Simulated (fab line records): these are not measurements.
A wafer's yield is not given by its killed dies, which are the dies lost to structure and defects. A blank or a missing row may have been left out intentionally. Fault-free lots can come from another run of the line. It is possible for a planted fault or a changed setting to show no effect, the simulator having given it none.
fab line records	flow n5_finfet
[record] lots = 11	wafers = 33	last_day = 21
route steps=1938 shown BEOL_M14@1758 MIM_TOP_LITHO@1850 MIM_TOP_ETCH@1853 PASSIVATION@1911
lots with no fault: from the same line, run without faults
start_h: hours from the record's opening day to when the first of the lot's shown wafers began	wait_h: hours since the lot's step before	" as in the row above	L1.1+2: a row that stands for several wafers	- no value present, or no start provided	* or withheld: withheld	< > ~ a bound
route shown NAME@n: a module of which the file shows steps, and the number in the route of the first	usual: mean and standard deviation over wafers with no fault	same: alike in all rows	chamber/n: place in a boat	sites: the reading at each site	_std_site: the values' standard deviation	_edge_site: the outer-site mean with the inner-site mean subtracted	radius_mm: how far each site lies from the wafer's centre	mask NAME#n: copy n	behind: the most recent tool/chamber to have shaped the wafer	hold: the reason the lot was held/the length of the hold in hours/how it ended	device: transistor that didn't switch, given as n, p or np	end of line: the tests these same wafers got at the end of their route	a step given without rows: its recipe and nothing more	killed: dies lost to structure and defects at the first sort, not the wafer's yield	map: dies across one wafer; x = killed, . = not, _ = none there
set.NAME: the run value of the setting; set.NAME@STEP: its run value at that earlier step	model.NAME: the simulator's own value behind a step, which no gauge read
a sample of lots followed through the steps of the route, with each step as a table and each wafer as a row
services: the hour from which a tool's chamber was out of use, counted from the record's first day as start_h (under 0 if before that day), plus the number of hours and why
[[steps]]
[step N5_BEOL_M14_PRECLEAN_39]
[recipe] chemistry = residue_remover	time_s = 60	temp_c = 40
lot.wafer	tool	chamber	start_h	wait_h
L256.1+3+5	wet_bench-05	0,3,5	271.67	-
L257.2+4+5	wet_bench-05	1,0,5	292.04	-
L259.1+4+6	wet_bench-06	6,2,5	306.86	-
L260.4+5+6	wet_bench-05	6,0,7	318.53	-
L266.4+5+6	wet_bench-06	1,6,7	399.32	-
L267.1+2+6	wet_bench-03	6,5,4	415.04	-
L272.3+5+6	wet_bench-03	2,4,1	426.05	-
L277.4+5+6	wet_bench-03	0,3,4	455.94	-
L273.1+2+3	wet_bench-03	5,7,6	463.90	-
L276.1+5+6	wet_bench-03	5,4,0	486.24	-
L278.3+4+6	wet_bench-03	1,7,2	489.54	-
[step N5_MIM_TOP_LITHO_DESCUM_10]
[recipe] chemistry = O2	time_s = 7.9	source_power_w = 50	bias_power_w = 20	pressure_mtorr = 20	rf_frequency_hz = 2.712e+07	temp_c = 40	o2_flow_sccm = 225
[usual] drypump_motor_current_A = 5.7/0.46	oes_product_au = 0.83/0.076	rf_fwd_power_W = 49.69/0.2	rf_vpp_V = 243.7/1.3	showerhead_plenum_p_Torr = 2.12/0.069	throttle_valve_pct = 20.42/0.17
lot.wafer	tool	chamber	start_h	wait_h	drypump_motor_current_A	oes_product_au	rf_fwd_power_W	rf_hours_counter_h	rf_vpp_V	showerhead_plenum_p_Torr	throttle_valve_pct
L256.1	rie_diel-04	0	281.72	0.0	6.1	0.89	49.75	37	244.8	2.22	20.29
L256.3	"	3	"	"	5.1	0.95	49.70	16	244.0	2.14	20.31
L256.5	"	3	"	"	5.1	0.96	49.40	-	244.1	2.14	20.34
L257.2	rie_diel-02	1	302.43	0.0	5.7	0.72	49.31	207	244.7	2.16	20.48
L257.4	"	2	"	"	5.6	0.77	49.83	138	244.5	2.18	20.54
L257.5	"	0	"	"	5.6	0.68	49.82	-	241.4	1.98	20.45
L259.1	rie_diel-05	3	317.79	0.0	6.6	0.68	49.52	232	244.3	2.16	20.64
L259.4	"	2	"	"	5.7	0.93	49.76	8	244.2	2.14	20.42
L259.6	"	2	"	"	5.7	0.94	49.55	-	243.4	2.14	20.43
L260.4	rie_diel-05	3	327.80	0.1	6.6	0.68	49.92	235	244.1	2.16	20.65
L260.5	"	1	"	"	5.4	0.88	49.78	-	246.9	2.22	20.24
L260.6	"	2	"	"	5.7	0.93	49.36	-	242.5	2.14	20.43
L266.4	rie_diel-04	3	410.78	0.1	5.1	0.89	49.79	-	244.1	2.13	20.39
L266.5	"	1	"	"	5.5	0.80	49.28	-	242.4	2.01	20.66
L266.6	"	2	"	"	5.2	0.90	49.44	-	242.4	2.04	20.12
L267.1	rie_diel-02	2	425.64	0.2	5.7	0.73	49.54	179	242.8	2.16	20.63
L267.2	"	3	"	"	5.6	0.71	49.66	225	242.1	1.98	20.73
L267.6	"	3	"	"	5.6	0.71	49.81	-	241.3	1.98	20.74
L272.3	rie_diel-05	2	441.30	0.3	5.8	0.86	49.49	46	244.1	2.13	20.48
L272.5	"	2	"	"	5.8	0.87	49.53	-	244.8	2.13	20.46
L272.6	"	3	"	"	6.6	0.94	49.65	-	242.8	2.15	20.31
L277.4	rie_diel-05	3	465.69	0.0	6.6	0.94	49.79	11	243.3	2.15	20.32
L277.5	"	0	"	"	6.4	0.80	49.80	-	243.9	2.11	20.47
L277.6	"	1	"	"	5.4	0.82	49.81	-	246.2	2.21	20.30
L273.1	rie_diel-05	2	474.90	0.0	5.8	0.86	49.53	55	245.4	2.12	20.47
L273.2	"	0	"	"	6.3	0.80	49.59	97	244.4	2.11	20.47
L273.3	"	1	"	"	5.4	0.82	49.71	89	245.9	2.21	20.32
L276.1	rie_diel-04	3	499.06	0.0	5.1	0.83	49.75	88	242.6	2.12	20.43
L276.5	"	3	"	"	5.1	0.83	49.66	-	243.5	2.12	20.42
L276.6	"	0	"	"	6.1	0.81	49.41	-	244.8	2.19	20.37
L278.3	rie_diel-05	1	501.31	0.0	5.4	0.80	49.83	100	244.8	2.20	20.33
L278.4	"	2	"	"	5.7	0.83	49.39	-	244.2	2.12	20.50
L278.6	"	0	"	"	6.3	0.79	49.56	-	244.1	2.11	20.50
[step N5_MIM_TOP_ETCH_PECVD_03]
[recipe] material = SiNx	target_thk_a = 200	temp_c = 400	precursor = SiH4/NH3/N2	pressure_torr = 1.5	rf_w = 300	time_s = 17.6
[usual] heater_power_w = 750/71	rf_fwd_power_W = 297.1/1.4	showerhead_plenum_p_Torr = 5.12/0.052	throttle_valve_pct = 40.0/1.5
lot.wafer	tool	chamber	start_h	wait_h	heater_power_w	rf_fwd_power_W	showerhead_plenum_p_Torr	throttle_valve_pct
L256.1	pecvd-03	2	282.01	-	730	297.7	5.11	37.3
L256.3	"	1	"	"	804	296.7	5.00	40.7
L256.5	"	2	"	"	753	296.0	5.10	37.3
L257.2	pecvd-02	1	302.93	-	658	298.6	5.12	38.5
L257.4	"	1	"	"	681	300.2	5.12	39.1
L257.5	"	2	"	"	656	295.4	5.09	39.3
L259.1	pecvd-02	2	318.21	-	633	295.0	5.08	39.6
L259.4	"	0	"	"	861	296.5	5.15	41.0
L259.6	"	2	"	"	639	295.4	5.07	39.2
L260.4	pecvd-01	1	328.12	-	767	298.3	5.21	40.0
L260.5	"	0	"	"	682	296.7	5.12	43.6
L260.6	"	2	"	"	864	297.6	5.14	37.4
L266.4	pecvd-02	1	411.06	-	712	299.4	5.14	38.8
L266.5	"	2	"	"	731	294.8	5.09	39.7
L266.6	"	0	"	"	841	298.2	5.16	40.5
L267.1	pecvd-02	0	425.93	-	839	297.3	5.15	40.6
L267.2	"	2	"	"	767	294.7	5.09	39.8
L267.6	"	2	"	"	762	295.2	5.09	39.7
L272.3	pecvd-01	1	441.60	-	765	297.2	5.21	39.7
L272.5	"	2	"	"	767	297.4	5.15	37.9
L272.6	"	1	"	"	781	297.9	5.20	39.7
L277.4	pecvd-02	2	466.00	-	644	295.9	5.09	40.0
L277.5	"	0	"	"	746	297.6	5.16	40.9
L277.6	"	1	"	"	715	297.8	5.13	38.7
L273.1	pecvd-02	2	475.27	-	752	295.2	5.06	39.9
L273.2	"	0	"	"	863	298.4	5.16	40.8
L273.3	"	1	"	"	650	299.1	5.13	38.9
L276.1	pecvd-03	1	499.37	-	795	296.8	5.01	40.9
L276.5	"	1	"	"	809	296.5	5.01	40.8
L276.6	"	0	"	"	746	296.2	5.13	41.3
L278.3	pecvd-02	0	501.64	-	794	297.7	5.17	40.8
L278.4	"	1	"	"	624	297.4	5.12	38.7
L278.6	"	2	"	"	731	295.3	5.09	40.0
[step N5_PASSIVATION_STRIP_34]
[recipe] chemistry = O2	power_w = 600	temp_c = 60	pressure_mtorr = 30	rf_frequency_hz = 6e+07	bias_power_w = 0	overash_fraction = 2	o2_flow_sccm = 225
[usual] drypump_motor_current_A = 5.7/0.39	oes_product_au = 0.81/0.082	rf_vpp_V = 3.7/1.4	showerhead_plenum_p_Torr = 2.12/0.078	throttle_valve_pct = 16.69/0.2
lot.wafer	tool	chamber	start_h	wait_h	drypump_motor_current_A	oes_product_au	rf_hours_counter_h	rf_vpp_V	showerhead_plenum_p_Torr	throttle_valve_pct
L256.1	rie_diel-05	3	288.06	0.1	6.6	0.68	224	1.6	2.17	16.90
L256.3	"	1	"	"	5.4	0.91	35	5.6	2.23	16.50
L256.5	"	0	"	"	6.3	0.85	-	6.0	2.13	16.61
L257.2	rie_diel-02	0	308.95	0.1	5.6	0.67	233	3.8	1.98	16.77
L257.4	"	1	"	"	5.7	0.72	208	1.7	2.17	16.75
L257.5	"	1	"	"	5.8	0.72	-	3.4	2.17	16.75
L259.1	rie_diel-05	1	324.92	0.1	5.4	0.87	45	2.8	2.23	16.46
L259.4	"	3	"	"	6.5	0.66	234	3.5	2.16	16.93
L259.6	"	0	"	"	6.3	0.85	-	3.7	2.13	16.61
L260.4	rie_diel-04	3	332.86	0.1	5.1	0.92	32	4.0	2.14	16.50
L260.5	"	1	"	"	5.5	0.82	-	4.0	2.02	16.88
L260.6	"	0	"	"	6.1	0.89	-	3.3	2.22	16.50
L266.4	rie_diel-05	2	417.23	0.1	5.7	0.88	-	4.4	2.13	16.68
L266.5	"	0	"	"	6.3	0.83	-	5.6	2.12	16.69
L266.6	"	1	"	"	5.4	0.84	-	5.0	2.22	16.44
L267.1	rie_diel-05	1	430.67	0.1	5.4	0.85	75	5.7	2.22	16.49
L267.2	"	3	"	"	6.6	0.96	2	4.3	2.15	16.50
L267.6	"	2	"	"	5.7	0.85	-	3.8	2.13	16.67
L272.3	rie_diel-05	0	447.51	0.2	6.3	0.83	87	2.7	2.12	16.68
L272.5	"	0	"	"	6.3	0.81	-	2.6	2.12	16.67
L272.6	"	1	"	"	5.4	0.83	-	4.0	2.22	16.52
L277.4	rie_diel-04	0	471.30	0.1	6.1	0.83	91	7.6	2.20	16.59
L277.5	"	0	"	"	6.1	0.81	-	3.4	2.20	16.61
L277.6	"	1	"	"	5.6	0.78	-	5.7	2.01	16.91
L273.1	rie_diel-02	2	481.35	0.1	5.6	0.72	203	1.6	2.16	16.86
L273.2	"	0	"	"	5.6	0.89	29	2.5	2.23	16.36
L273.3	"	1	"	"	5.7	0.92	12	2.8	2.15	16.40
L276.1	rie_diel-05	0	504.61	0.1	6.3	0.78	108	4.2	2.11	16.75
L276.5	"	2	"	"	5.7	0.84	-	2.8	2.12	16.76
L276.6	"	0	"	"	6.3	0.79	-	3.9	2.11	16.76
L278.3	rie_diel-05	2	507.12	0.3	5.8	0.82	68	4.3	2.12	16.74
L278.4	"	1	"	"	5.4	0.78	-	5.3	2.21	16.54
L278.6	"	0	"	"	6.3	0.79	-	4.0	2.11	16.78
[step N5_PASSIVATION_PROBE_49]
[usual] defect_limited_yield = 91.4/1.2	killed_at_M0_to_M3 = 34/10	killed_at_M4_up = 14/5.1	killed_at_contacts = 12/6.4	killed_at_front_end = 38/9.3	killed_at_other = 4/3	killed_dies = 102/15	killed_open = 67/12	killed_short = 33/6.9	sort_bin_5_function = 5.0/0.86	sort_bin_6_memory = 3.2/0.58	sort_n_pass = 1078/15	sort_yield_pct = 91.4/1.2
[same] gross_dies = 1180	killed_at_back_side = 0	sort_bin_4_leakage[%] = 0	sort_bin_8_speed[%] = 0
lot.wafer	tool	chamber	start_h	wait_h	defect_limited_yield[%]	killed_at_M0_to_M3	killed_at_M4_up	killed_at_contacts	killed_at_front_end	killed_at_other	killed_dies	killed_open	killed_short	sort_bin_5_function[%]	sort_bin_6_memory[%]	sort_n_pass	sort_yield_pct[%]
L266.4	prober-02	-	422.04	0.3	83.1	21	136	4	34	5	200	49	28	11.7	3.7	980	83.1
L266.5	prober-02	-	422.09	0.4	82.0	49	124	6	28	5	212	60	34	10.6	4.9	968	82.0
L266.6	prober-02	-	422.14	0.4	84.2	30	99	13	44	0	186	68	32	10.3	3.7	994	84.2
// killed by level:class
L266.4 BEOL_M14:unspecified=120 FIN_SAQP:geometric_particle:short=6 BEOL_M4:geometric_particle:open=6 STI_FIN_REVEAL:geometric_particle:open=5 GATE_CUT:geometric_particle:short=5 STARTING-WAFER:geometric_particle:open=5 BEOL_M3:geometric_particle:open=4 BEOL_M2:geometric_particle:open=4
L266.5 BEOL_M14:unspecified=114 BEOL_M0_SAQP:geometric_particle:short=11 BEOL_M0_SAQP:geometric_particle:open=9 BEOL_M0:geometric_particle:open=8 FIN_SAQP:geometric_particle:short=5 BEOL_M2:geometric_particle:open=5 MOL_CONTACT_COAG:geometric_particle:open=5 BEOL_M1:geometric_particle:open=5
L266.6 BEOL_M14:unspecified=83 FIN_SAQP:geometric_particle:open=13 BEOL_M1:geometric_particle:open=9 MOL_CONTACT_COAG:geometric_particle:open=8 FIN_SAQP:geometric_particle:short=6 BEOL_M3:geometric_particle:open=6 MOL_CONTACT_COAG:geometric_particle:short=5 BEOL_M4:geometric_particle:open=5
[[services]]
tool	chamber	start_h	hours	kind
rie_diel-02	0	251.28	2.0	repair
rie_diel-05	2	261.55	-	clean
rie_diel-05	2	261.55	-	consumable_replace:focus_ring
pecvd-02	0	274.67	30.8	repair
wet_bench-05	-	277.28	0.9	repair
wet_bench-03	-	283.60	1.9	pm
pecvd-01	0	331.19	20.5	repair
rie_diel-05	1	333.99	5.9	repair
rie_diel-02	3	335.79	4.6	repair
pecvd-02	2	337.97	16.0	repair
pecvd-02	2	355.96	3.8	repair
pecvd-01	-	367.97	1.2	repair
rie_diel-04	3	382.33	7.4	repair
rie_diel-04	0	393.93	4.7	repair
rie_diel-04	0	401.55	15.5	repair
pecvd-01	-	402.06	1.0	repair
rie_diel-02	0	421.32	2.2	repair
pecvd-01	-	432.73	5.5	pm
rie_diel-02	0	466.35	8.4	repair
wet_bench-05	-	466.55	27.0	repair
rie_diel-05	3	471.18	44.2	repair
pecvd-03	-	474.19	1.1	repair
pecvd-02	1	486.54	5.2	repair
pecvd-03	2	491.49	18.3	repair
[[key]]
[first_sign] step = N5_PASSIVATION_PROBE_49	reading = killed_at_M4_up	direction = up	sigmas = 21	usual = 14	struck = 120
[effect] step = N5_PASSIVATION_PROBE_49	reading = defect_limited_yield	direction = down	sigmas = 6.6	usual = 91.4	struck = 83.1
[more_kills_born_at] N5_BEOL_M14_PRECLEAN_39@wet_bench-06 = 317
met_at N5_BEOL_M14_PRECLEAN_39
struck_lots L266
not_acting_at N5_MIM_TOP_LITHO_DESCUM_10,N5_MIM_TOP_ETCH_PECVD_03,N5_PASSIVATION_STRIP_34
onset_between 306.86 399.32
[earlier_fault] kind = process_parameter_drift	tool = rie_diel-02	chamber = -	onset_h = 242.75	steps = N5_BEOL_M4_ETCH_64	channel = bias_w	offset = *	shape = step	acts_in = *	stated = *
[fault] kind = chamber_particle_source	tool = wet_bench-06	chamber = -	onset_h = 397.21	steps = N5_BEOL_M14_PRECLEAN_39	rate_per_visit_cm2 = 0.79638
